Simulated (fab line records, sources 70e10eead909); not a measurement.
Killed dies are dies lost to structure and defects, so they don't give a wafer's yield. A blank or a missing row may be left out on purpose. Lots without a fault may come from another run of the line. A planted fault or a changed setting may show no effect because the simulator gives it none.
fab line records | flow nand_harc
record lots=5 wafers=15 last_day=34
route steps=1302 shown A_STAIRCASE@658 END@1302
lots that met no fault: from a run of the same line without faults
start_h: hours from the record's first day to the start of the lot's first wafer shown | wait_h: hours since the lot's step before | " the same as in the row above | L1.1+2: a row that stands for several wafers | - no value, or no start given | * or withheld: withheld | < > ~ a bound
route shown NAME@n: a module of which the file shows steps, and the number in the route of the first | usual: mean/standard deviation of fault-free wafers | same: alike in all rows | chamber/n: place in a boat | sites: the reading at each site | _std_site: their standard deviation | _edge_site: outer sites' mean less inner sites' | radius_mm: how far each site lies from the wafer's centre | mask NAME#n: copy n | behind: the tool/chamber that last shaped the wafer | hold: why the lot was held/for how many hours/how that ended | device: the transistor (n, p or np) that didn't switch | end of line: the same wafers' tests at the end of the route | a step without rows: its recipe alone | killed: dies lost to structure and defects at the first sort, not the wafer's yield | map: a wafer's dies, x killed, . not, _ none there
set.NAME: the setting as run; set.NAME@STEP: as run at that earlier step | model.NAME: the simulator's own value behind a step, which no gauge read
lots at some steps of the route; a table a step, a row a wafer
services: from which hour (start_h, from the record's first day; less than 0 if before it) a tool's chamber was out of use, for how many hours, and why
## steps
# step NHARC_A_STAIRCASE_HMDS_02
# recipe time_s=30
# step NHARC_A_STAIRCASE_COAT_03
# recipe spin_rpm=1200
# step NHARC_A_STAIRCASE_SOFTBAKE_04
# recipe temp_c=135 time_s=170
# step NHARC_A_STAIRCASE_EBR_05
# step NHARC_A_STAIRCASE_EXPOSE_06
# recipe na=0.5 dose_mj=25.43 mask_id=STAIR
# step NHARC_A_STAIRCASE_PEB_07
# recipe peb_temp_c=115 peb_time_s=130
# step NHARC_A_STAIRCASE_DEVELOP_08
# recipe time_s=140
# step NHARC_A_STAIRCASE_HARDBAKE_10
# recipe temp_c=120 time_s=140
# step NHARC_A_STAIRCASE_DESCUM_11
# recipe time_s=3 o2_flow_sccm=200 ar_flow_sccm=0 bias_power_w=0 chemistry=O2
# usual chamber_pressure_mTorr=60.00/0.059 drypump_motor_current_A=6.0/0.38 mfc_ar_sccm=0.006/0.0092 oes_product_au=1.002/0.0081 rf_vpp_V=58.0/0.83 showerhead_plenum_p_Torr=1.94/0.098 throttle_valve_pct=11.311/0.0094
# same time_s=3
# columns lot.wafer tool chamber start_h wait_h chamber_pressure_mTorr drypump_motor_current_A mfc_ar_sccm oes_product_au rf_hours_counter_h rf_vpp_V showerhead_plenum_p_Torr throttle_valve_pct
L172.1 rie_diel-05 1 441.51 - 60.08 5.5 0.006 1.007 6 58.4 2.02 11.315
L172.2 " 0 " " 60.02 6.2 0.002 1.013 8 57.6 1.99 11.328
L172.5 " 2 " " 60.00 5.3 0 1.009 - 58.0 1.98 11.295
L174.2 rie_diel-13 1 459.29 - 60.02 6.4 0 1.007 31 58.3 1.99 11.300
L174.1 " 3 " " 59.97 6.1 0 1.009 31 58.6 1.80 11.314
L174.4 " 0 " " 60.01 6.4 0.024 1.002 31 58.6 1.81 11.316
L175.3 rie_diel-05 0 472.56 - 59.93 6.2 0.002 0.992 16 57.3 1.98 11.294
L175.1 " 1 " " 60.02 5.5 0.006 1.008 15 57.6 2.02 11.315
L175.5 " 2 " " 60.04 5.3 0 0.994 - 58.1 1.97 11.308
L184.1 rie_diel-05 0 576.14 - 59.82 6.2 0.002 1.008 51 57.8 1.97 11.322
L184.3 " 3 " " 60.03 5.5 0.027 0.995 50 57.1 1.87 11.303
L184.6 " 0 " " 59.98 6.2 0.002 0.993 - 56.7 1.97 11.305
L186.1 rie_diel-13 2 591.28 - 60.03 6.3 0.004 1.017 17 58.1 2.05 11.308
L186.3 " 0 " " 59.91 6.5 0.024 1.013 20 57.9 1.80 11.311
L186.5 " 2 " " 60.15 6.3 0.004 0.999 - 57.3 2.05 11.313
# step NHARC_A_STAIRCASE_TRIM_12
# recipe time_s=211.2 o2_flow_sccm=500 ar_flow_sccm=0 bias_w=0 chemistry=O2
# usual chamber_pressure_mTorr=60.00/0.059 drypump_motor_current_A=6.0/0.38 mfc_ar_sccm=0.006/0.0092 oes_product_au=1.002/0.0072 rf_vpp_V=57.8/0.77 run_length_s=232.7/0.37 showerhead_plenum_p_Torr=3.57/0.17 throttle_valve_pct=17.036/0.0091
# same time_s=211.2
# columns lot.wafer tool chamber start_h wait_h chamber_pressure_mTorr drypump_motor_current_A mfc_ar_sccm oes_product_au rf_hours_counter_h rf_vpp_V run_length_s showerhead_plenum_p_Torr throttle_valve_pct
L172.1 rie_diel-05 0 441.61 0.1 59.96 6.2 0.002 1.009 8 57.7 232.8 3.65 17.031
L172.2 " 1 " " 60.07 5.5 0.006 1.005 6 58.8 232.9 3.71 17.032
L172.5 " 1 " " 59.94 5.5 0.006 1.007 - 57.4 232.8 3.71 17.061
L174.2 rie_diel-13 0 459.37 0.1 59.97 6.5 0.024 0.997 31 57.8 232.6 3.36 17.030
L174.4 " 1 " " 60.03 6.4 0 1.006 31 57.7 233.1 3.66 17.029
L174.1 " 2 " " 60.00 6.3 0.004 0.998 31 58.5 232.8 3.79 17.036
L175.3 rie_diel-05 3 472.63 0.1 60.04 5.5 0.027 0.995 15 58.3 232.6 3.46 17.044
L175.1 " 2 " " 60.02 5.3 0 1.021 17 57.9 233.4 3.63 17.038
L175.5 " 0 " " 60.19 6.2 0.002 1.003 - 57.9 233.0 3.65 17.038
L184.1 rie_diel-05 1 576.23 0.1 59.95 5.5 0.006 1.006 52 58.2 232.5 3.68 17.042
L184.3 " 2 " " 59.91 5.3 0 1.002 54 58.2 233.0 3.61 17.021
L184.6 " 2 " " 59.99 5.3 0 1.007 - 58.3 233.3 3.61 17.034
L186.1 rie_diel-13 0 591.36 0.1 60.05 6.5 0.024 1.003 20 57.3 232.5 3.33 17.052
L186.3 " 2 " " 60.02 6.3 0.004 0.994 17 58.3 232.8 3.77 17.039
L186.5 " 1 " " 60.02 6.4 0 0.999 - 57.3 233.1 3.63 17.035
# step NHARC_A_STAIRCASE_ETCH_13
# recipe target_depth_a=1000 time_s=40.5 ion_energy_ev=400 c4f8_flow_sccm=20 o2_flow_sccm=10 ar_flow_sccm=withheld rf_w=600 bias_w=1000 chemistry=C4F8/O2
# usual chamber_pressure_mTorr=24.998/0.022 oes_product_au=0.946/0.013 rf_fwd_power_W=592.9/2.6 rf_vpp_V=897/6.2
# same time_s=40.5
# columns lot.wafer tool chamber start_h wait_h chamber_pressure_mTorr oes_product_au rf_fwd_power_W rf_hours_counter_h rf_vpp_V
L172.1 rie_diel-05 1 - - 24.996 0.937 598.0 7 902
L172.2 " 0 " " 25.028 0.936 595.4 8 902
L172.5 " 1 " " 24.963 0.947 597.7 - 904
L174.4 rie_diel-13 3 - - 24.995 0.954 594.2 31 888
L174.1 " 0 " " 25.021 0.947 594.4 31 891
L174.2 " 2 " " 24.984 0.946 585.9 31 905
L175.3 rie_diel-05 3 - - 24.967 0.932 594.7 15 894
L175.1 " 0 " " 24.975 0.940 592.3 16 902
L175.5 " 2 " " 24.998 0.941 593.4 - 898
L184.3 rie_diel-05 0 - - 24.998 0.954 593.2 51 898
L184.1 " 1 " " 24.978 0.952 594.2 52 902
L184.6 " 2 " " 25.000 0.947 590.7 - 899
L186.1 rie_diel-13 3 - - 25.038 0.942 594.5 18 888
L186.3 " 0 " " 24.982 0.954 592.8 20 887
L186.5 " 3 " " 24.967 0.952 592.7 - 886
# step NHARC_A_STAIRCASE_TRIM_14
# recipe time_s=211.2 o2_flow_sccm=500 ar_flow_sccm=0 bias_w=0 chemistry=O2
# usual chamber_pressure_mTorr=60.01/0.056 drypump_motor_current_A=6.0/0.39 mfc_ar_sccm=0.006/0.0096 oes_product_au=1.002/0.0075 rf_vpp_V=57.7/0.98 run_length_s=232.7/0.37 showerhead_plenum_p_Torr=3.56/0.17 throttle_valve_pct=17.036/0.0092
# columns lot.wafer tool chamber start_h wait_h chamber_pressure_mTorr drypump_motor_current_A mfc_ar_sccm oes_product_au rf_hours_counter_h rf_vpp_V run_length_s showerhead_plenum_p_Torr throttle_valve_pct
L172.2 rie_diel-05 2 441.87 - 60.01 5.3 0 1.004 7 59.5 233.3 3.64 17.030
L172.1 " 1 " " 60.00 5.5 0.006 1.002 7 56.9 233.1 3.71 17.036
L172.5 " 0 " " 60.10 6.2 0.002 0.994 - 58.2 233.3 3.65 17.037
L174.1 rie_diel-13 0 459.62 - 59.96 6.5 0.024 1.007 31 56.9 232.3 3.36 17.032
L174.2 " 1 " " 60.06 6.4 0 1.000 31 57.1 232.8 3.66 17.057
L174.4 " 2 " " 60.05 6.3 0.004 1.018 31 57.8 232.5 3.79 17.025
L175.3 rie_diel-05 2 472.96 - 59.97 5.3 0 1.010 17 58.2 233.1 3.63 17.036
L175.1 " 0 " " 60.02 6.2 0.002 1.008 16 57.4 232.7 3.65 17.021
L175.5 " 2 " " 59.95 5.3 0 1.000 - 55.9 233.2 3.63 17.038
L184.1 rie_diel-05 0 576.47 - 60.03 6.2 0.002 1.003 51 57.4 141.7 3.63 17.047
L184.3 " 2 " " 59.98 5.3 0 1.004 54 56.9 233.8 3.61 17.029
L184.6 " 0 " " 60.01 6.2 0.002 1.003 - 58.1 142.0 3.63 17.048
L186.1 rie_diel-13 1 591.60 - 59.99 6.4 0 1.013 19 58.1 233.3 3.63 17.043
L186.3 " 0 " " 60.01 6.5 0.024 0.998 20 58.4 232.6 3.33 17.035
L186.5 " 1 " " 60.04 6.4 0 0.999 - 58.1 232.9 3.63 17.041
# step NHARC_A_STAIRCASE_ETCH_15
# recipe target_depth_a=1000 time_s=40.5 ion_energy_ev=400 c4f8_flow_sccm=20 o2_flow_sccm=10 ar_flow_sccm=withheld rf_w=600 bias_w=1000 chemistry=C4F8/O2
# usual chamber_pressure_mTorr=25.001/0.023 oes_product_au=0.943/0.01 rf_fwd_power_W=593/3 rf_vpp_V=897/6.2
# same time_s=40.5
# columns lot.wafer tool chamber start_h wait_h chamber_pressure_mTorr oes_product_au rf_fwd_power_W rf_hours_counter_h rf_vpp_V
L172.2 rie_diel-05 2 - - 25.002 0.946 591 7 900
L172.1 " 1 " " 24.989 0.939 595 7 903
L172.5 " 0 " " 24.974 0.935 595 - 901
L174.2 rie_diel-13 2 - - 24.985 0.950 591 31 903
L174.1 " 0 " " 25.001 0.948 595 31 890
L174.4 " 1 " " 25.016 0.946 594 31 900
L175.3 rie_diel-05 2 - - 25.052 0.946 592 17 899
L175.1 " 0 " " 25.035 0.931 594 16 899
L175.5 " 2 " " 25.005 0.953 591 - 899
L184.1 rie_diel-05 2 - - 25.029 0.962 591 54 899
L184.3 " 3 " " 25.017 0.943 590 51 893
L184.6 " 1 " " 25.051 0.947 592 - 902
L186.1 rie_diel-13 1 - - 25.021 0.933 594 19 900
L186.3 " 2 " " 24.996 0.942 589 17 903
L186.5 " 1 " " 25.016 0.942 592 - 899
# step NHARC_END_SORT_01
# recipe temp_c=25
# usual killed_at_array=56/21 killed_at_other=1.2/1.6 killed_at_periphery=3.7/2.5 killed_dies=61/21 killed_open=3.1/1.8 killed_short=2.8/1.7
# same gross_dies=677
# columns lot.wafer tool chamber start_h wait_h killed_at_array killed_at_other killed_at_periphery killed_dies killed_open killed_short
L175.1 prober-01 0 690.44 2.5 42 0 8 50 3 1
L175.3 prober-01 0 692.05 3.1 43 0 10 53 2 7
L175.5 prober-01 0 693.67 3.7 36 1 1 38 1 4
L184.1 prober-02 0 772.46 2.5 673 1 3 677 1 4
L184.6 prober-02 0 776.40 3.9 675 1 1 677 0 2
# killed by level:class
L175.1 A_CHANNEL_HOLE_D2:chamber_film_flake=16 A_CHANNEL_HOLE_D1:chamber_film_flake=7 P_BONDPAD:chamber_film_flake=5 A_BLC:chamber_film_flake=5 A_CONTACT:chamber_film_flake=4 A_SLIT:chamber_film_flake=3 P_CONTACT:geometric_particle:open=1 A_ONON_D1:geometric_particle:open=1
L175.3 A_CHANNEL_HOLE_D2:chamber_film_flake=15 P_BONDPAD:chamber_film_flake=7 A_CONTACT:chamber_film_flake=5 A_CHANNEL_HOLE_D1:chamber_film_flake=4 A_BLC:chamber_film_flake=4 A_ONON_D1:geometric_particle:short=3 A_CHANNEL_FILL_D2:chamber_film_flake=3 P_STI:chamber_film_flake=2
L175.5 A_CHANNEL_HOLE_D2:chamber_film_flake=24 A_CHANNEL_HOLE_D1:chamber_film_flake=2 A_SLIT:chamber_film_flake=2 A_BLC:chamber_film_flake=2 P_M0:geometric_particle:short=1 A_CHANNEL_FILL_D1:geometric_particle:short=1 A_CHANNEL_FILL_D2:geometric_particle:short=1 A_BLC:geometric_particle:open=1
L184.1 A_STAIRCASE:area_trim=625 A_SLIT:chamber_film_flake=25 A_CHANNEL_HOLE_D1:chamber_film_flake=13 A_CONTACT:chamber_film_flake=4 P_M2:geometric_particle:short=1 A_DECK1_JOINT:geometric_particle:short=1 A_CHANNEL_HOLE_D2:geometric_particle:short=1 A_WL_FILL:geometric_particle:short=1
L184.6 A_STAIRCASE:area_trim=615 A_SLIT:chamber_film_flake=34 A_CHANNEL_HOLE_D1:chamber_film_flake=15 A_SGD_CUT:chamber_film_flake=5 A_WL_FILL:chamber_film_flake=2 P_M1:geometric_particle:short=1 A_ONON_D1:geometric_particle:short=1 A_CHANNEL_HOLE_D2:chamber_film_flake=1
# map L184.1 (x killed, . not)
____________x____________
_________xxxxxxx_________
_______xxxxxxxxxxx_______
______xxxxxxxxxxxxx______
_____xxxxxxxxxxxxxxx_____
____xxxxxxxxxxxxxxxxx____
____xxxxxxxxxxxxxxxxx____
___xxxxxxxxxxxxxxxxxxx___
___xxxxxxxxxxxxxxxxxxx___
__xxxxxxxxxxxxxxxxxxxxx__
__xxxxxxxxxxxxxxxxxxxxx__
_xxxxxxxxxxxxxxxxxxxxxxx_
_xxxxxxxxxxxxxxxxxxxxxxx_
_xxxxxxxxxxxxxxxxxxxxxxx_
_xxxxxxxxxxxxxxxxxxxxxxx_
_xxxxxxxxxxxxxxxxxxxxxxx_
xxxxxxxxxxxxxxxxxxxxxxxxx
xxxxxxxxxxxxxxxxxxxxxxxxx
xxxxxxxxxxxxxxxxxxxxxxxxx
xxxxxxxxxxxxxxxxxxxxxxxxx
xxxxxxxxxxxxxxxxxxxxxxxxx
_xxxxxxxxxxxxxxxxxxxxxxx_
_xxxxxxxxxxxxxxxxxxxxxxx_
_xxxxxxxxxxxxxxxxxxxxxxx_
_xxxxxxxxxxxxxxxxxxxxxxx_
_xxxxxxxxxxxxxxxxxxxxxxx_
__xxxxxxxxxxxxxxxxxxxxx__
__xxxxxxxxxxxxxxxxxxxxx__
___xxxxxxxxxxxxxxxxxxx___
___xxxxxxxxxxxxxxxxxxx___
____xxxxxxxxxxxxxxxxx____
____xxxxxxxxxxxxxxxxx____
_____xxxxxxxxxxxxxxx_____
______xxxxxxxxxxxxx______
_______xxxxxxxxxxx_______
_________xxxxxxx_________
____________x____________
# map L175.3 (x killed, . not)
____________.____________
_________....x.._________
_______........x.._______
______....xxx.....x______
_____..........x...._____
____.................____
____.................____
___..........x........___
___...................___
__............x........__
__.....................__
_......................._
_...x..................._
_.x....................._
_.....................x._
_......................._
........................x
...x.....................
.....................x..x
.....................x...
..x......................
_.......x..............._
_......................._
_........x...x...x.x...._
_..x...................._
_...........x....x......_
__..x....xx............__
__.....xx.x.....x......__
___......x............___
___...xxx.............___
____.xxxx.......x....____
____....x............____
_____.xxxx.x........_____
______....x........______
_______x.xx..x...._______
_________......._________
____________.____________
## services
# columns tool chamber start_h hours kind
rie_diel-05 3 438.00 8.6 repair
rie_diel-05 0 441.47 - clean
rie_diel-05 1 441.47 - clean
rie_diel-05 2 441.47 - clean
rie_diel-05 1 447.27 2.6 repair
rie_diel-05 0 465.97 - clean
rie_diel-05 1 465.97 - clean
rie_diel-05 2 465.97 - clean
rie_diel-05 3 465.97 - clean
rie_diel-05 0 490.47 - clean
rie_diel-05 1 490.47 - clean
rie_diel-05 2 490.47 - clean
rie_diel-05 3 490.47 - clean
rie_diel-05 0 514.97 - clean
rie_diel-05 1 514.97 - clean
rie_diel-05 2 514.97 - clean
rie_diel-05 3 514.97 - clean
rie_diel-13 - 521.21 9.0 pm
rie_diel-05 0 539.47 - clean
rie_diel-05 1 539.47 - clean
rie_diel-05 2 539.47 - clean
rie_diel-05 3 539.47 - clean
rie_diel-05 0 564.03 - clean
rie_diel-05 - 584.97 9.0 pm
## key
first_sign step=NHARC_A_STAIRCASE_TRIM_14 reading=run_length_s direction=down sigmas=99+ usual=* struck=*
effect step=NHARC_END_SORT_01 reading=killed_at_array direction=up sigmas=29 usual=56 struck=674
more_kills_born_at NHARC_A_STAIRCASE_TRIM_14@rie_diel-05=1240
met_at NHARC_A_STAIRCASE_TRIM_14
struck_wafers L184.1,L184.6
later_rows_left_out L184.1,L184.6
tester_left_out L184
onset_between 472.96 576.47
fault kind=process_parameter_drift tool=rie_diel-05 chamber=0 onset_h=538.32 steps=NHARC_A_STAIRCASE_TRIM_14 channel=time_s offset=* shape=step end_h=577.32 acts_in=* stated=*
# tester_left_out: of these lots the tester's yield and bins aren't shown, on N5 and GAA mostly nor the transistor test; their killed dies are dies lost to structure and defects alone, not to doping, threshold or leakage, so they don't give the yield
# later_rows_left_out: the simulator's readings of these wafers behind a module that went badly wrong aren't trusted and aren't shown, but for the sort
